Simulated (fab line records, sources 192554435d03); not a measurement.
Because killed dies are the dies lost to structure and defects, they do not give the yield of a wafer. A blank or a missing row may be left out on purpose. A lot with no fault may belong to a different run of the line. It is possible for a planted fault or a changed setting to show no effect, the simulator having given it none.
Chamber matching	flow n5-finfet	4 sister chambers for N5_BEOL_M0_SAQP_STRIP_108 on rie-diel-04
The step strips in N2/H2. 14 wafers are shown with their chamber, then 7 later ones without.

## EACH WAFER AND ITS CHAMBER
wafer	chamber	showerhead-plenum-p-Torr (Torr)	drypump-motor-current-A (A)	throttle-valve-pct (%)
L083.1	3	3.45	6.0	19.30
L083.3	1	3.44	6.3	18.95
L083.4	0	3.47	5.7	19.06
L085.1	3	3.45	5.9	19.31
L085.2	1	3.44	6.2	18.96
L085.6	3	3.45	5.9	19.29
L088.2	2	3.29	6.2	18.55
L088.4	1	3.44	6.3	18.97
L088.5	0	3.46	5.7	19.05
L092.1	2	3.29	6.2	18.55
L092.2	1	3.43	6.3	19.01
L092.3	3	3.44	5.9	18.92
L091.1	3	3.44	5.9	18.90
L091.2	2	3.29	6.2	18.55

SIGNATURES (means of the wafers above)
reading	chamber 0	chamber 1	chamber 2	chamber 3	scatter within a chamber
showerhead-plenum-p-Torr	3.4650	3.4375	3.2900	3.4460	0.00495
drypump-motor-current-A	5.700	6.275	6.200	5.920	0.0394
throttle-valve-pct	19.0550	18.9725	18.5500	19.1440	0.136
Rule: a wafer lies at a distance from a chamber equal to the root of the sum of squares, over the readings, of (its reading less the chamber's mean, divided by the reading's scatter). If the next closest chamber is less than 2 further off than the closest, the wafer can't be placed; otherwise it belongs to the closest. The scatter: take each reading less its chamber's mean, square it, sum over the shown wafers, divide by the number of wafers less the number of chambers, and take the root.

## WAFERS MISSING THEIR CHAMBER
wafer	showerhead-plenum-p-Torr (Torr)	drypump-motor-current-A (A)	throttle-valve-pct (%)
L091.3	3.43	6.3	18.98
L093.2	3.44	5.9	18.93
L093.3	3.43	6.3	19.00
L093.4	3.43	6.2	18.98
L095.2	3.46	5.7	18.67
L095.3	3.29	6.2	18.56
L095.4	3.44	5.9	18.94

## WHICH CHAMBER EACH WENT THROUGH
wafer	from the rows above	in truth
L091.3	1	1
L093.2	3	3
L093.3	1	1
L093.4	1	1
L095.2	0	0
L095.3	2	2
L095.4	3	3
Correctly placed: 7 of 7. Can't be placed from these rows: 0. Number placed wrongly: 0.
